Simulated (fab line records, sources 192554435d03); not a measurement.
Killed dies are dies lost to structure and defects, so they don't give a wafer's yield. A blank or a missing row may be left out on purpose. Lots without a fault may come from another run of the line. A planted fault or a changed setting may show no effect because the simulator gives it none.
Which tool did it? | flow n5_finfet | 12 lots, 36 wafers sampled, at 3 steps of a route of 1938

WHAT THE GAUGES READ, wafer by wafer
N5_BEOL_M13_CD_MEAS_10: target cd 190 nm.
lot  | measured     | on        | cd_nm (nm)
L075 | day 11 10:33 | cd_sem-01 | 188.3 189.9 188.9
L079 | day 11 13:25 | cd_sem-03 | 189.8 189.8 190.2
L078 | day 11 21:30 | cd_sem-03 | 190.9 190.7 188.5
L082 | day 12 18:08 | cd_sem-03 | 188.8 190.0 189.9
L083 | day 13 03:01 | cd_sem-03 | 190.8 191.8 191.2
L086 | day 13 22:50 | cd_sem-02 | 189.1 188.3 188.3
L088 | day 14 08:20 | cd_sem-02 | 189.5 190.3 188.2
L089 | day 14 23:18 | cd_sem-01 | 191.0 189.8 189.6
L090 | day 15 03:16 | cd_sem-01 | 189.5 191.0 191.2
L092 | day 15 19:14 | cd_sem-02 | 190.5 189.4 190.8
L095 | day 16 08:23 | cd_sem-03 | 191.0 192.2 191.5
L097 | day 16 22:11 | cd_sem-03 | 189.7 189.0 188.9

WHICH TOOL RAN EACH LOT (tool, then ch and the chambers of the sampled wafers, then the start)
lot  | N5_BEOL_M12_ETCH_67                | N5_BEOL_M12_SPUTTER_43
L075 | rie_diel-06 ch 0,2, day 11 07:14   | pvd_sputter-02, day 11 08:44
L079 | rie_diel-05 ch 0,1,2, day 11 09:35 | pvd_sputter-03, day 11 11:34
L078 | rie_diel-04 ch 1,2, day 11 15:04   | pvd_sputter-03, day 11 19:50
L082 | rie_diel-05 ch 2,3, day 12 15:19   | pvd_sputter-03, day 12 16:17
L083 | rie_diel-04 ch 2,3, day 12 23:34   | pvd_sputter-02, day 13 01:02
L086 | rie_diel-05 ch 2,3, day 13 19:05   | pvd_sputter-01, day 13 21:11
L088 | rie_diel-04 ch 1,2, day 14 03:37   | pvd_sputter-01, day 14 06:15
L089 | rie_diel-06 ch 0,1,2, day 14 12:18 | pvd_sputter-02, day 14 20:33
L090 | rie_diel-05 ch 0,1,3, day 14 23:10 | pvd_sputter-02, day 15 01:29
L092 | rie_diel-04 ch 0,1,3, day 15 15:40 | pvd_sputter-01, day 15 16:51
L095 | rie_diel-04 ch 1,2, day 16 04:55   | pvd_sputter-01, day 16 06:32
L097 | rie_diel-04 ch 1,2,3, day 16 17:12 | pvd_sputter-02, day 16 20:03
- N5_BEOL_M12_ETCH_67: etches SiARC in CF4, target depth 143 nm, time 238.3 s.
- N5_BEOL_M12_SPUTTER_43: material TaN, target thk 15 nm, time 24.19 s.

THE ANSWER, worked out from the rows above alone
Rule: what is usual is taken from the lots themselves. Put in order of their means at a reading, lots are off if they are a third of the lots or fewer, leave a main group of 4 or more, and stand apart from it by a gap of 3 or more times the standard deviation of the main group's means; of several such gaps the widest counts. A main group whose means are all the same, to the digits that the tables above print for the reading, isn't used. A lot without any number at a reading at which 4 lots or more have one is off too. The other lots that the step has rows for count as sound.
No lot is off at any reading shown: from this, nothing can be told.

WHAT THE SIMULATOR HAD PUT IN
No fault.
